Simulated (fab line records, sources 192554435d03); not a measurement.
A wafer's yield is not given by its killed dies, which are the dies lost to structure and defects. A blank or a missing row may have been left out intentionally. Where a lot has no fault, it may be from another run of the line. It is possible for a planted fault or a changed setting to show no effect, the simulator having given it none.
fab line records ; flow n5-finfet
record lots=7; wafers=21
route steps=1938 shown WELL_APT@21 DUMMY_GATE@220 SD_EPI_N@279 SD_EPI_P@321 SD_ACTIVATION@330 HKMG_FIN@424 GATE_CUT@484
start-h: hours from the record's first day to the start of the lot's first wafer shown ; wait-h: how many hours have passed since the lot's step before this one ; " unchanged from the row above ; L1.1+2: a single row standing in for several wafers ; - value missing, or start not given ; * or withheld: withheld ; < > ~ a bound
route shown NAME@n: names a module that has steps shown in the file, with the first one's number in the route ; usual: mean/standard deviation taken from wafers without a fault ; same: alike in all rows ; chamber/n: place in a boat ; sites: the reading at each site ; _std_site: how widely they spread, as a standard deviation ; _edge_site: mean of outer sites minus mean of inner sites ; radius-mm: for every site, how far away it sits from the centre of the wafer ; mask NAME#n: copy n ; behind: the most recent tool/chamber to have shaped the wafer ; hold: reason for holding the lot/hours on hold/outcome of the hold ; device: transistor that didn't switch, given as n, p or np ; end of line: the same wafers' tests at the end of the route ; a step with no rows: only its recipe ; killed: dies that structure and defects cost at the first sort, which is not the same as the wafer's yield ; map: dies across one wafer; x = killed, . = not, _ = none there
set.NAME: the setting as run; set.NAME@STEP: as run at that earlier step ; model.NAME: the simulator's own value behind a step, which no gauge read
lots run with intentionally changed settings; tables by step, rows by wafer
## steps
# step N5_WELL_APT_COAT_02
# recipe spin-rpm=1357; resist-thk-nm=950
lot.wafer;tool;chamber;start-h;wait-h;set.spin-rpm;model.coat_of_WELL_APT_COAT_02.thk-nm
L075.1;litho-track-03;0;-;-;1357;950.2
L075.3;litho-track-03;0;-;-;1220;1003
L075.5;litho-track-03;0;-;-;1220;1005
L082.1;litho-track-05;0;-;-;1357;949.3
L082.2;litho-track-05;0;-;-;1357;953
L082.6;litho-track-05;0;-;-;1357;951.5
L083.1;litho-track-03;0;-;-;1357;951
L083.3;litho-track-03;0;-;-;1357;951.5
L083.4;litho-track-03;0;-;-;1357;950.9
L087.1;litho-track-05;0;-;-;1357;952.9
L087.2;litho-track-05;0;-;-;1357;951.4
L087.4;litho-track-05;0;-;-;1357;951.1
L093.3;litho-track-01;0;-;-;1452;918.7
L093.5;litho-track-01;0;-;-;1452;921.1
L093.6;litho-track-01;0;-;-;1452;920.6
L095.2;litho-track-05;0;-;-;1407;933.7
L095.4;litho-track-05;0;-;-;1407;936
L095.6;litho-track-05;0;-;-;1357;951.4
L096.1;litho-track-03;0;-;-;1357;951.5
L096.3;litho-track-03;0;-;-;1357;948.7
L096.6;litho-track-03;0;-;-;1318;965.5
# step N5_DUMMY_GATE_HM_DEP_06
# recipe material=SiNx; target-thk-a=800; precursor=DCS/NH3; temp-c=700; pressure-mtorr=300; time-s=5141
lot.wafer;tool;chamber;start-h;wait-h;set.time-s;model.SiNx_of_DUMMY_GATE_HM_DEP_06.thk-nm
L075.1+3;-;-;-;0.0;4861;75.8
L075.5;-;-;-;0.0;4861;74.8
L082.1+2;lpcvd-02;0/15,0/20;91.38;0.0;5141;79.8
L082.6;lpcvd-02;0/39;91.38;0.0;5141;79.4
L083.1+3;-;-;-;0.0;5859;91.4
L083.4;-;-;-;0.0;5859;91
L087.1;-;-;-;0.0;5141;80
L087.2;-;-;-;0.0;5141;80.4
L087.4;-;-;-;0.0;5141;80.2
L093.3;-;-;-;0.0;4818;75.4
L093.5;-;-;-;0.0;4818;75.2
L093.6;-;-;-;0.0;4818;74.6
L095.2;-;-;-;0.0;5141;78.2
L095.4+6;-;-;-;0.0;5141;78.6
L096.1;-;-;-;0.0;5141;79.8
L096.3+6;-;-;-;0.0;5141;80
# step N5_DUMMY_GATE_EXPOSE_12
# recipe mask-id=GATE; na=0.33; source-shape=annular; sigma-inner=0.2; sigma-outer=0.6; polarization=unpolarized; target-cd-nm=25; dose-mj=34
lot.wafer;tool;chamber;start-h;wait-h;mask;set.dose-mj
L075.1+3+5;euv-scanner-01;0;52.22;-;GATE#0;34
L082.1+2+6;euv-scanner-02;0;95.53;-;GATE#0;34
L083.1;euv-scanner-02;0;107.95;-;GATE#0;34
L083.3+4;euv-scanner-02;0;107.95;-;GATE#0;32.47
L087.1+2;euv-scanner-02;0;124.39;-;GATE#0;35.79
L087.4;euv-scanner-02;0;124.39;-;GATE#0;34
L093.3;euv-scanner-02;0;162.98;-;GATE#0;34.64
L093.5+6;euv-scanner-02;0;162.98;-;GATE#0;34
L095.2+4;euv-scanner-02;0;174.07;-;GATE#0;34
L095.6;euv-scanner-02;0;174.07;-;GATE#0;31.94
L096.1+3+6;euv-scanner-02;0;178.28;-;GATE#0;34
# step N5_DUMMY_GATE_PEB_13
# recipe peb-temp-c=100; peb-time-s=60; resist=CAR-EUV
# step N5_DUMMY_GATE_DEVELOP_14
# recipe develop-time-s=30; developer=TMAH; resist=CAR-EUV; rinse-liquid=surfactant-rinse; dry=air-spin; dev-temp-c=23
# step N5_DUMMY_GATE_CD_MEAS_15
# recipe target-cd-nm=25.8; landing-energy-ev=500; detector=se-inlens
# usual cd-nm=25.02/0.22
lot.wafer;tool;chamber;start-h;wait-h;set.dose-mj@DUMMY_GATE_EXPOSE_12;cd-nm
L075.1;cd-sem-01;0;52.35;-;34;24.99
L075.3;cd-sem-01;0;52.35;-;34;24.84
L075.5;cd-sem-01;0;52.35;-;34;25.12
L082.1;cd-sem-01;0;95.66;-;34;25.20
L082.2;cd-sem-01;0;95.66;-;34;24.70
L082.6;cd-sem-01;0;95.66;-;34;24.75
L083.1;cd-sem-03;0;108.08;-;34;25.31
L083.3;cd-sem-03;0;108.08;-;32.47;25.68
L083.4;cd-sem-03;0;108.08;-;32.47;25.81
L087.1;cd-sem-01;0;124.52;-;35.79;24.01
L087.2;cd-sem-01;0;124.52;-;35.79;24.14
L087.4;cd-sem-01;0;124.52;-;34;24.91
L093.3;cd-sem-01;0;163.10;-;34.64;24.71
L093.5;cd-sem-01;0;163.10;-;34;25.28
L093.6;cd-sem-01;0;163.10;-;34;25.08
L095.2;cd-sem-01;0;174.19;-;34;24.98
L095.4;cd-sem-01;0;174.19;-;34;25.09
L095.6;cd-sem-01;0;174.19;-;31.94;26.41
L096.1;cd-sem-02;0;178.41;-;34;25.36
L096.3;cd-sem-02;0;178.41;-;34;25.24
L096.6;cd-sem-02;0;178.41;-;34;25.22
# step N5_SD_EPI_N_ETCH_16
# recipe chemistry=CHF3/O2; target=SiO2; target-depth-a=50; mask-material=SOC; pressure-mtorr=30; source-w=650; bias-w=170; Ar_flow_sccm=200; CHF3_flow_sccm=50; O2_flow_sccm=5; ion-energy-ev=200
lot.wafer;tool;chamber;start-h;wait-h;set.target-depth-a;model.etch.depth-nm
L075.1;rie-diel-04;3;55.21;0.1;50;5.078
L075.3;rie-diel-04;0;55.21;0.1;53.47;5.274
L075.5;rie-diel-04;3;55.21;0.1;53.47;5.464
L082.1;rie-diel-02;1;98.70;0.1;50;4.996
L082.2;rie-diel-02;2;98.70;0.1;50;4.995
L082.6;rie-diel-02;2;98.70;0.1;50;4.975
L083.1;rie-diel-04;0;111.20;0.1;50;5.091
L083.3;rie-diel-04;2;111.20;0.1;46.62;4.615
L083.4;rie-diel-04;1;111.20;0.1;50;4.942
L087.1;rie-diel-03;0;130.04;0.1;50;4.813
L087.2;rie-diel-03;2;130.04;0.1;45.62;4.533
L087.4;rie-diel-03;2;130.04;0.1;50;5
L093.3;rie-diel-04;0;165.97;0.1;50;5.086
L093.5;rie-diel-04;0;165.97;0.1;50;5.125
L093.6;rie-diel-04;1;165.97;0.1;50;5.004
L095.2;rie-diel-04;2;177.75;0.1;50;4.989
L095.4;rie-diel-04;1;177.75;0.1;50;5.022
L095.6;rie-diel-04;2;177.75;0.1;50;4.986
L096.1;rie-diel-03;0;181.49;0.1;55.15;5.682
L096.3;rie-diel-03;3;181.49;0.1;50;4.962
L096.6;rie-diel-03;3;181.49;0.1;50;5.01
# step N5_SD_EPI_N_EPI_21
# recipe material=Si:P; dopant=P; temp-c=680; pressure-torr=255; time-s=690
lot.wafer;tool;chamber;start-h;wait-h;set.time-s;model.Si-P_of_SD_EPI_N_EPI_21.thk-nm
L075.1+5;epi-rpcvd-03;0;56.27;0.1;690;58.4
L075.3;epi-rpcvd-03;0;56.27;0.1;786.1;63.8
L082.1;epi-rpcvd-03;0;99.93;0.2;690;58.4
L082.2;epi-rpcvd-03;0;99.93;0.2;690;59.2
L082.6;epi-rpcvd-03;0;101.80;1.9;690;59.4
L083.1;epi-rpcvd-03;0;112.28;0.1;690;59
L083.3;epi-rpcvd-03;0;112.28;0.1;690;59.2
L083.4;epi-rpcvd-03;0;112.28;0.1;690;59.6
L087.1;epi-rpcvd-04;0;131.10;0.1;598.2;53.4
L087.2;epi-rpcvd-04;0;131.10;0.1;598.2;53.6
L087.4;epi-rpcvd-04;0;131.10;0.1;690;59
L093.3;epi-rpcvd-04;0;167.59;0.7;690;59
L093.5;epi-rpcvd-04;0;167.59;0.7;617.7;54.8
L093.6;epi-rpcvd-04;0;167.59;0.7;617.7;55.4
L095.2;epi-rpcvd-02;0;179.09;0.4;690;58.6
L095.4;epi-rpcvd-02;0;179.09;0.4;690;58
L095.6;epi-rpcvd-02;0;179.09;0.4;690;58.4
L096.1;epi-rpcvd-03;0;182.78;0.1;752;62.6
L096.3;epi-rpcvd-03;0;182.78;0.1;690;59.4
L096.6;epi-rpcvd-03;0;182.78;0.1;690;58.8
# step N5_SD_EPI_N_EPI_MEAS_23
# recipe mode=xrd
# usual thk-nm=59.0/1.1
lot.wafer;tool;chamber;start-h;wait-h;set.time-s@SD_EPI_N_EPI_21;thk-nm
L075.1;film-metro-02;-;57.99;1.4;690;57.7
L075.3;film-metro-02;-;57.99;1.4;786.1;64.5
L075.5;film-metro-02;-;57.99;1.4;690;60.3
L082.1;film-metro-01;-;102.23;1.9;690;58.1
L082.2;film-metro-01;-;102.23;1.9;690;58.9
L082.6;film-metro-01;-;102.23;1.9;690;57.9
L083.1;film-metro-01;-;113.99;1.4;690;60.0
L083.3;film-metro-01;-;113.99;1.4;690;61.6
L083.4;film-metro-01;-;113.99;1.4;690;60.2
L087.1;film-metro-01;-;132.81;1.5;598.2;53.0
L087.2;film-metro-01;-;132.81;1.5;598.2;53.1
L087.4;film-metro-01;-;132.81;1.5;690;58.3
L093.3;film-metro-02;-;168.75;0.9;690;57.1
L093.5;film-metro-02;-;168.75;0.9;617.7;55.8
L093.6;film-metro-02;-;168.75;0.9;617.7;55.9
L095.2;film-metro-02;-;180.53;1.2;690;57.7
L095.4;film-metro-02;-;180.53;1.2;690;58.3
L095.6;film-metro-02;-;180.53;1.2;690;57.4
L096.1;film-metro-01;-;184.49;1.4;752;63.7
L096.3;film-metro-01;-;184.49;1.4;690;60.9
L096.6;film-metro-01;-;184.49;1.4;690;59.8
# step N5_SD_EPI_P_EPI_21
# recipe material=SiGe:B; dopant=B; temp-c=550; pressure-torr=20; ambient=H2; time-s=355
lot.wafer;tool;chamber;start-h;wait-h;set.time-s;model.SiGe-B_of_SD_EPI_P_EPI_21.thk-nm
L075.1;epi-rpcvd-02;0;60.95;0.2;327;56.8
L075.3;epi-rpcvd-02;0;60.95;0.2;327;57.8
L075.5;epi-rpcvd-02;0;60.95;0.2;355;60.4
L082.1+6;epi-rpcvd-02;0;104.75;0.2;355;61.2
L082.2;epi-rpcvd-02;0;104.75;0.2;355;60.8
L083.1;epi-rpcvd-01;0;116.85;0.1;376.4;62.6
L083.3;epi-rpcvd-01;0;116.85;0.1;355;60.2
L083.4;epi-rpcvd-01;0;116.85;0.1;376.4;63.4
L087.1;epi-rpcvd-02;0;135.23;0.2;383.6;63.8
L087.2;epi-rpcvd-02;0;135.23;0.2;355;61.4
L087.4;epi-rpcvd-02;0;135.23;0.2;355;61
L093.3;epi-rpcvd-03;0;172.03;0.8;296.5;54.2
L093.5;epi-rpcvd-03;0;172.03;0.8;355;61.6
L093.6;epi-rpcvd-03;0;172.03;0.8;296.5;54.4
L095.2;epi-rpcvd-02;0;183.15;0.5;303.1;55.6
L095.4;epi-rpcvd-02;0;183.15;0.5;355;61.8
L095.6;epi-rpcvd-02;0;183.15;0.5;355;61.6
L096.1;epi-rpcvd-03;0;187.18;0.1;355;59.8
L096.3;epi-rpcvd-03;0;187.18;0.1;355;60.4
L096.6;epi-rpcvd-03;0;188.98;1.8;355;61
# step N5_SD_EPI_P_EPI_MEAS_23
# recipe mode=xrd
# usual thk-nm=60.9/1.2
lot.wafer;tool;chamber;start-h;wait-h;set.time-s@SD_EPI_P_EPI_21;thk-nm
L075.1;film-metro-02;-;63.88;2.5;327;56.7
L075.3;film-metro-02;-;63.88;2.5;327;58.4
L075.5;film-metro-02;-;63.88;2.5;355;61.5
L082.1;film-metro-02;-;107.67;2.4;355;62.1
L082.2;film-metro-02;-;107.67;2.4;355;62.0
L082.6;film-metro-02;-;107.67;2.4;355;60.2
L083.1;film-metro-01;-;119.04;1.8;376.4;61.2
L083.3;film-metro-01;-;119.04;1.8;355;60.7
L083.4;film-metro-01;-;119.04;1.8;376.4;64.0
L087.1;film-metro-01;-;138.15;2.4;383.6;63.3
L087.2;film-metro-01;-;138.15;2.4;355;60.2
L087.4;film-metro-01;-;138.15;2.4;355;61.3
L093.3;film-metro-02;-;173.53;1.2;296.5;53.6
L093.5;film-metro-02;-;173.53;1.2;355;61.5
L093.6;film-metro-02;-;173.53;1.2;296.5;54.2
L095.2;film-metro-02;-;184.98;1.5;303.1;54.3
L095.4;film-metro-02;-;184.98;1.5;355;61.1
L095.6;film-metro-02;-;184.98;1.5;355;61.9
L096.1;film-metro-01;-;189.37;1.8;355;58.5
L096.3;film-metro-01;-;189.37;1.8;355;60.5
L096.6;film-metro-01;-;189.37;1.8;355;60.1
# step N5_SD_EPI_P_HM_STRIP_48
# recipe chemistry=H3PO4; temp-c=160; material=SiNx; target=SiNx; target-depth-a=30; overetch-fraction=0.3
# step N5_SD_EPI_P_SRD_49
# recipe dry=ipa-marangoni; time-s=30; temp-c=23; rinse-liquid=diw
# step N5_SD_ACTIVATION_RTA_00
# recipe temp-c=975; time-s=0; ambient=N2; idle-temp-c=600; ramp-up-c-per-s=150; ramp-down-c-per-s=60; cool-to-c=600
# step N5_SD_ACTIVATION_LSA_01
# recipe temp-c=1080; time-s=0.0008; ambient=N2
# step N5_SD_ACTIVATION_RS_MEAS_03
# recipe thk-meas-gauge=four-point-probe
# usual RS_SD_N=21.92/0.26; RS_SD_P=55.9/0.75
lot.wafer;tool;chamber;start-h;wait-h;set.time-s@SD_EPI_N_EPI_21;set.time-s@SD_EPI_P_EPI_21;RS_SD_N[ohm/sq];RS_SD_P[ohm/sq]
L075.1;film-metro-01;-;64.58;0.2;690;327;21.96;60.3
L075.3;film-metro-01;-;64.58;0.2;786.1;327;20.06;59.4
L075.5;film-metro-01;-;64.58;0.2;690;355;21.80;56.4
L082.1;film-metro-02;-;108.47;0.2;690;355;22.18;56.5
L082.2;film-metro-02;-;108.47;0.2;690;355;21.61;56.0
L082.6;film-metro-02;-;108.47;0.2;690;355;21.52;56.1
L083.1;film-metro-02;-;119.66;0.2;690;376.4;22.08;54.4
L083.3;film-metro-02;-;119.66;0.2;690;355;21.98;56.3
L083.4;film-metro-02;-;119.66;0.2;690;376.4;21.87;53.5
L087.1;film-metro-01;-;138.86;0.2;598.2;383.6;24.31;53.3
L087.2;film-metro-01;-;138.86;0.2;598.2;355;24.32;54.9
L087.4;film-metro-01;-;138.86;0.2;690;355;22.09;55.7
L093.3;film-metro-02;-;174.33;0.2;690;296.5;21.84;62.4
L093.5;film-metro-02;-;174.33;0.2;617.7;355;23.44;55.2
L093.6;film-metro-02;-;174.33;0.2;617.7;296.5;23.35;62.8
L095.2;film-metro-02;-;185.79;0.2;690;303.1;22.07;60.2
L095.4;film-metro-02;-;185.79;0.2;690;355;22.30;54.6
L095.6;film-metro-02;-;185.79;0.2;690;355;22.19;54.3
L096.1;film-metro-01;-;190.01;0.2;752;355;20.41;56.6
L096.3;film-metro-01;-;190.01;0.2;690;355;21.71;56.3
L096.6;film-metro-01;-;190.01;0.2;690;355;22.02;55.4
# step N5_HKMG_FIN_COAT_06
# recipe resist=CAR-ArF; spin-rpm=1500; resist-thk-nm=90
lot.wafer;tool;chamber;start-h;wait-h;set.spin-rpm;model.CAR-ArF_of_HKMG_FIN_COAT_06.thk-nm
L075.1;litho-track-04;0;-;-;1347;95
L075.3+5;litho-track-04;0;-;-;1500;90
L082.1;litho-track-04;0;-;-;1500;89.8
L082.2+6;litho-track-04;0;-;-;1500;90
L083.1;litho-track-05;0;-;-;1500;90
L083.3;litho-track-05;0;-;-;1571;88
L083.4;litho-track-05;0;-;-;1500;90.2
L087.1+4;litho-track-05;0;-;-;1381;93.8
L087.2;litho-track-05;0;-;-;1381;93.6
L093.3;litho-track-04;0;-;-;1500;90
L093.5;litho-track-04;0;-;-;1500;90.4
L093.6;litho-track-04;0;-;-;1500;90.2
L095.2+4;litho-track-03;0;-;-;1500;90.2
L095.6;litho-track-03;0;-;-;1432;92
L096.1+6;litho-track-05;0;-;-;1500;89.6
L096.3;litho-track-05;0;-;-;1500;89.4
# step N5_HKMG_FIN_DESCUM_17
# recipe chemistry=O2; time-s=7.9; source-power-w=50; bias-power-w=20; pressure-mtorr=20; rf-frequency-hz=2.712e+07; temp-c=40; resist=CAR-ArF; o2-flow-sccm=225
lot.wafer;tool;chamber;start-h;wait-h;set.time-s;set.spin-rpm@HKMG_FIN_COAT_06;model.CAR-ArF_of_HKMG_FIN_COAT_06.thk-nm
L075.1;rie-diel-03;2;81.27;0.0;8.566;1347;88
L075.3;rie-diel-03;0;81.27;0.0;8.566;1500;83
L075.5;rie-diel-03;2;81.27;0.0;7.9;1500;83.4
L082.1;rie-diel-03;2;125.41;0.0;7.9;1500;83.2
L082.2;rie-diel-03;3;125.41;0.0;7.9;1500;83.4
L082.6;rie-diel-03;3;125.41;0.0;7.9;1500;83.6
L083.1;rie-diel-04;0;139.33;0.5;9.595;1500;82.6
L083.3;rie-diel-04;3;139.33;0.5;7.9;1571;81.4
L083.4;rie-diel-04;1;139.33;0.5;7.9;1500;83.6
L087.1;rie-diel-03;2;155.99;0.1;7.9;1381;87.2
L087.2;rie-diel-03;1;155.99;0.1;7.9;1381;87
L087.4;rie-diel-03;1;155.99;0.1;6.319;1381;88.2
L093.3;rie-diel-02;1;191.02;0.0;7.9;1500;83.2
L093.5;rie-diel-02;3;191.02;0.0;7.9;1500;83.8
L093.6;rie-diel-02;2;191.02;0.0;6.419;1500;84.4
L095.2;rie-diel-04;2;203.49;0.0;7.9;1500;83.8
L095.4;rie-diel-04;3;203.49;0.0;7.9;1500;83.4
L095.6;rie-diel-04;2;203.49;0.0;7.9;1432;85.4
L096.1;rie-diel-03;1;208.03;0.0;7.9;1500;83.2
L096.3;rie-diel-03;3;208.03;0.0;7.9;1500;83
L096.6;rie-diel-03;3;208.03;0.0;8.874;1500;82.6
# step N5_GATE_CUT_EXPOSE_10
# recipe mask-id=GATE_CUT; na=0.33; source-shape=annular; sigma-inner=0.35; sigma-outer=0.8; polarization=unpolarized; target-cd-nm=20; dose-mj=43.25
lot.wafer;tool;chamber;start-h;wait-h;mask;set.dose-mj
L075.1+3+5;euv-scanner-02;0;89.91;-;GATE_CUT#0;43.25
L082.1+2+6;euv-scanner-01;0;135.30;-;GATE_CUT#0;43.25
L083.1+3+4;euv-scanner-02;0;147.31;-;GATE_CUT#0;43.25
L087.1;euv-scanner-02;0;164.27;-;GATE_CUT#0;43.25
L087.2+4;euv-scanner-02;0;164.27;-;GATE_CUT#0;44.7
L093.3+5;euv-scanner-01;0;199.40;-;GATE_CUT#0;45.13
L093.6;euv-scanner-01;0;199.40;-;GATE_CUT#0;43.25
L095.2+4+6;euv-scanner-02;0;212.03;-;GATE_CUT#0;43.25
L096.1+6;euv-scanner-02;0;216.53;-;GATE_CUT#0;46.09
L096.3;euv-scanner-02;0;216.53;-;GATE_CUT#0;43.25
## key
split step=N5_WELL_APT_COAT_02; setting=spin-rpm; stated=1357; by=wafer
response step=N5_WELL_APT_COAT_02; reading=model.coat_of_WELL_APT_COAT_02.thk-nm; change=-5.24; per=1%; r=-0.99
split step=N5_DUMMY_GATE_HM_DEP_06; setting=time-s; stated=5141; by=lot
response step=N5_DUMMY_GATE_HM_DEP_06; reading=model.SiNx_of_DUMMY_GATE_HM_DEP_06.thk-nm; change=+0.808; per=1%; r=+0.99
split step=N5_DUMMY_GATE_EXPOSE_12; setting=dose-mj; stated=34; by=wafer
response step=N5_DUMMY_GATE_CD_MEAS_15; reading=cd-nm; change=-0.177; per=1%; r=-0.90
split step=N5_SD_EPI_N_ETCH_16; setting=target-depth-a; stated=50; by=wafer
response step=N5_SD_EPI_N_ETCH_16; reading=model.etch.depth-nm; change=+0.0548; per=1%; r=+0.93
split step=N5_SD_EPI_N_EPI_21; setting=time-s; stated=690; by=wafer
response step=N5_SD_EPI_N_EPI_21; reading=model.Si-P_of_SD_EPI_N_EPI_21.thk-nm; change=+0.393; per=1%; r=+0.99
response step=N5_SD_EPI_N_EPI_MEAS_23; reading=thk-nm; change=*; per=1%; r=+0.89
response step=N5_SD_ACTIVATION_RS_MEAS_03; reading=RS_SD_N; change=-0.15; per=1%; r=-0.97
split step=N5_SD_EPI_P_EPI_21; setting=time-s; stated=355; by=wafer
response step=N5_SD_EPI_P_EPI_21; reading=model.SiGe-B_of_SD_EPI_P_EPI_21.thk-nm; change=+0.419; per=1%; r=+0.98
response step=N5_SD_EPI_P_EPI_MEAS_23; reading=thk-nm; change=*; per=1%; r=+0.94
response step=N5_SD_ACTIVATION_RS_MEAS_03; reading=RS_SD_P; change=-0.408; per=1%; r=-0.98
split step=N5_HKMG_FIN_COAT_06; setting=spin-rpm; stated=1500; by=wafer
response step=N5_HKMG_FIN_COAT_06; reading=model.CAR-ArF_of_HKMG_FIN_COAT_06.thk-nm; change=-0.47; per=1%; r=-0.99
response step=N5_HKMG_FIN_DESCUM_17; reading=model.CAR-ArF_of_HKMG_FIN_COAT_06.thk-nm; change=-0.443; per=1%; r=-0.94
split step=N5_HKMG_FIN_DESCUM_17; setting=time-s; stated=7.9; by=wafer
response step=N5_HKMG_FIN_DESCUM_17; reading=model.CAR-ArF_of_HKMG_FIN_COAT_06.thk-nm; slope=-0.0485; per=1%; together-with=spin-rpm@HKMG_FIN_COAT_06; explained=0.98
split step=N5_GATE_CUT_EXPOSE_10; setting=dose-mj; stated=43.25; by=wafer
response none in this file
